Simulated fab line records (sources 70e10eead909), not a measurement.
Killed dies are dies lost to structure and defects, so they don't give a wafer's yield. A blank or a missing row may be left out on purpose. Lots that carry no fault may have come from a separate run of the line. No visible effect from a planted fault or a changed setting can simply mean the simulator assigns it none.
What tool caused it?    flow nand-harc    14 lots with 42 wafers sampled at 5 steps, on a route of 1302 steps

== WHAT THE GAUGES SHOWED, per wafer ==
NHARC_P_M0_OVL_MEAS_10: pitch 180 nm. Usual: overlay-x-nm -0.1 nm, standard deviation 0.82; overlay-y-nm -0.2 nm, standard deviation 0.78.
lot   measured      on          overlay-x-nm (nm)  overlay-y-nm (nm)  flag
L649  day 6 05:32   overlay-01  -0.9 0.2 -1.0      -0.4 -0.6 -0.4     
L651  day 7 02:16   overlay-02  1.0 -0.1 0.7       0.4 0.8 0.3        
L652  day 7 03:43   overlay-02  0.3 0.8 0.4        -1.2 -1.5 -1.2     
L653  day 7 13:34   overlay-01  0.2 0.6 0.4        -0.2 0.2 0.5       
L654  day 8 05:46   overlay-01  1.3 1.9 1.3        -0.1 -0.6 -0.4     
L655  day 8 12:49   overlay-01  0.7 0.2 0.2        1.2 0.9 1.0        
L656  day 8 19:04   overlay-02  -0.3 -0.4 -0.9     -1.4 -1.7 -0.9     
L658  day 9 13:44   overlay-01  0.6 0.8 0.4        -0.3 0.2 0.1       
L659  day 10 01:50  overlay-02  -0.2 0.4 0.4       -0.2 0.1 -0.7      
L661  day 10 23:55  overlay-02  -1.4 -1.6 -2.0     -0.5 -0.3 -0.3     
L664  day 12 03:48  overlay-02  0.2 0.0 0.5        -0.8 -0.9 -1.4     
L663  day 12 04:37  overlay-02  0.4 0.4 0.8        0.2 -0.1 0.0       
L665  day 12 14:05  overlay-02  -1.2 -0.3 -0.7     0.3 -0.2 -0.1      
L667  day 13 13:56  overlay-01  0.5 -0.1 -0.3      -0.4 -1.2 -0.6     

NHARC_P_M0_CD_MEAS_16. Usual: 89.8 nm for cd-nm, sd 0.88.
lot   measured      on         cd-nm (nm)      flag
L649  day 6 05:56   cd-sem-01  90.7 90.4 90.3  
L651  day 7 02:40   cd-sem-01  90.3 91.6 90.1  
L652  day 7 04:10   cd-sem-01  91.8 90.0 90.7  
L653  day 7 13:58   cd-sem-03  89.2 89.8 87.9  
L654  day 8 06:10   cd-sem-03  90.3 89.8 89.3  
L655  day 8 13:26   cd-sem-03  89.7 89.2 89.1  
L656  day 8 20:01   cd-sem-01  88.4 89.3 89.1  
L658  day 9 14:08   cd-sem-02  90.3 89.3 90.5  
L659  day 10 02:14  cd-sem-03  89.1 89.6 89.8  
L661  day 11 00:19  cd-sem-03  90.9 90.0 90.8  
L664  day 12 04:18  cd-sem-02  90.2 89.7 91.7  
L663  day 12 05:12  cd-sem-02  87.4 88.1 88.8  
L665  day 12 14:29  cd-sem-01  90.8 91.3 91.1  
L667  day 13 14:20  cd-sem-01  89.9 90.2 89.5  

NHARC_P_M1_CD_MEAS_09: the cd target is 130 nm. Usual: 130.0 nm for cd-nm, sd 0.68.
lot   measured      on         cd-nm (nm)         flag
L649  day 6 09:29   cd-sem-03  129.9 129.5 129.4  
L651  day 7 06:07   cd-sem-02  130.3 129.8 130.1  
L652  day 7 07:47   cd-sem-03  130.2 130.5 129.5  
L653  day 7 17:33   cd-sem-03  128.9 129.8 130.2  
L654  day 8 09:37   cd-sem-03  129.1 129.1 129.2  
L655  day 8 17:02   cd-sem-01  130.8 131.1 131.2  
L656  day 8 23:38   cd-sem-01  129.9 130.4 130.5  
L658  day 9 17:47   cd-sem-01  129.6 129.5 130.3  
L659  day 10 05:49  cd-sem-03  131.2 130.8 130.1  
L661  day 11 03:54  cd-sem-01  130.5 131.2 131.3  
L664  day 12 07:53  cd-sem-03  167.2 167.1 166.6  OFF
L663  day 12 08:38  cd-sem-01  129.8 129.3 130.4  
L665  day 12 18:05  cd-sem-02  165.5 166.3 166.1  OFF
L667  day 13 17:55  cd-sem-02  129.8 129.2 128.6  

== WHICH TOOL RAN EACH LOT (tool, then ch and the chambers of the sampled wafers, then the start) ==
lot   NHARC_P_M0_PVD_21                        NHARC_P_M1_PEB_07
L649  pvd-sputter-01, day 6 09:25 or earlier   litho-track-06 ch 0, day 6 09:25
L651  pvd-sputter-03, day 7 06:02 or earlier   litho-track-01 ch 0, day 7 06:02
L652  pvd-sputter-02, day 7 07:41 or earlier   litho-track-04 ch 0, day 7 07:41
L653  pvd-sputter-03, day 7 17:28 or earlier   litho-track-06 ch 0, day 7 17:28
L654  pvd-sputter-01, day 8 09:32 or earlier   litho-track-06 ch 0, day 8 09:32
L655  pvd-sputter-02, day 8 16:58 or earlier   litho-track-01 ch 0, day 8 16:58
L656  pvd-sputter-01, day 8 23:33 or earlier   litho-track-01 ch 0, day 8 23:33
L658  pvd-sputter-02, day 9 17:42 or earlier   litho-track-01 ch 0, day 9 17:42
L659  pvd-sputter-03, day 10 05:44 or earlier  litho-track-01 ch 0, day 10 05:44
L661  pvd-sputter-02, day 11 03:49 or earlier  litho-track-01 ch 0, day 11 03:49
L664  pvd-sputter-03, day 12 07:49 or earlier  litho-track-01 ch 0, day 12 07:49
L663  pvd-sputter-01, day 12 08:34 or earlier  litho-track-06 ch 0, day 12 08:34
L665  pvd-sputter-02, day 12 18:00 or earlier  litho-track-01 ch 0, day 12 18:00
L667  pvd-sputter-01, day 13 15:13             litho-track-04 ch 0, day 13 17:50
- NHARC_P_M0_PVD_21: deposits Cu, target thk 30 nm, time 20.49 s.
- NHARC_P_M1_PEB_07: peb time 65 s.

== AS READ BY THE TOOLS THEMSELVES (means over the sampled wafers that have a number; for cases with no such wafer, the mark the record gives instead) ==
NHARC_P_M0_PVD_21. Usual: 30.3 % for throttle-valve-pct, sd 1.2.
lot   tool            throttle-valve-pct (%)  flag
L649  pvd-sputter-01  28.8                    
L651  pvd-sputter-03  29.9                    
L652  pvd-sputter-02  31.6                    
L653  pvd-sputter-03  30.1                    
L654  pvd-sputter-01  29.1                    
L655  pvd-sputter-02  31.2                    
L656  pvd-sputter-01  28.7                    
L658  pvd-sputter-02  31.2                    
L659  pvd-sputter-03  31.0                    
L661  pvd-sputter-02  31.0                    
L664  pvd-sputter-03  29.2                    
L663  pvd-sputter-01  29.2                    
L665  pvd-sputter-02  31.2                    
L667  pvd-sputter-01  29.8                    

NHARC_P_M1_PEB_07. Usual: heater-power-total-W 156.6 W, standard deviation 0.4; plate-temp-C 100.03 C, standard deviation 0.12.
lot   tool            heater-power-total-W (W)  plate-temp-C (C)  flag
L649  litho-track-06  156.5                     100.04            
L651  litho-track-01  157.0                     100.23            
L652  litho-track-04  156.7                     100.03            
L653  litho-track-06  156.3                     100.11            
L654  litho-track-06  156.6                     99.88             
L655  litho-track-01  156.5                     99.86             
L656  litho-track-01  156.9                     100.09            
L658  litho-track-01  156.7                     100.04            
L659  litho-track-01  156.5                     100.09            
L661  litho-track-01  156.6                     100.07            
L664  litho-track-01  187.2                     114.10            OFF
L663  litho-track-06  156.5                     99.86             
L665  litho-track-01  187.1                     114.02            OFF
L667  litho-track-04  156.2                     99.98             

== THE ANSWER, worked out from the rows above alone ==
Rule: a lot counts as off when the mean over its wafers that have a number is more than 3 standard deviations away from the usual mean. Also off: a lot with no number at a reading for which 4 or more lots have one. Any other lot the step has rows for is counted as sound. The gauges are gone through in route order, then the tools' own readings, and for those a lot's mean is taken as printed above. The first step at which some lot is off is used, and at that step the reading that is off furthest; a lot without a number counts as furthest.
Off: L664, L665, at NHARC_P_M1_CD_MEAS_09 (cd-nm).
If a tool, at a process step before that reading, ran all the lots that are off and no sound lot after the first of them, it fits. The gauges at NHARC_P_M1_CD_MEAS_09 aren't tried: what is off there is off at NHARC_P_M1_PEB_07 too, on other tools, and a gauge's error can't cause that. Because NHARC_P_M0_PVD_21 lacks a start for some lots, the hours and order of its lots are taken from NHARC_P_M1_PEB_07. One candidate fits, namely litho-track-01 at NHARC_P_M1_PEB_07. A fault onset in the window from L661 (day 11 03:49, its last sound lot) to L664 (day 12 07:49, its first lot off) fits.
The tool's own readings at NHARC_P_M1_PEB_07 bear it out: on the lots that are off they differ by more than 5 times the standard deviation of the sound lots' means. heater-power-total-W reads 187.1 W there against 156.6 W on the sound lots; plate-temp-C reads 114.06 C there against 100.02 C on the sound lots.

== WHAT THE SIMULATOR HAD INSERTED ==
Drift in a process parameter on litho-track-01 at NHARC_P_M1_PEB_07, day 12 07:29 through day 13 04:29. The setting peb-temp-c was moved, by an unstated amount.
Lots struck among those shown: L664, L665. The rule given above showed the same thing.
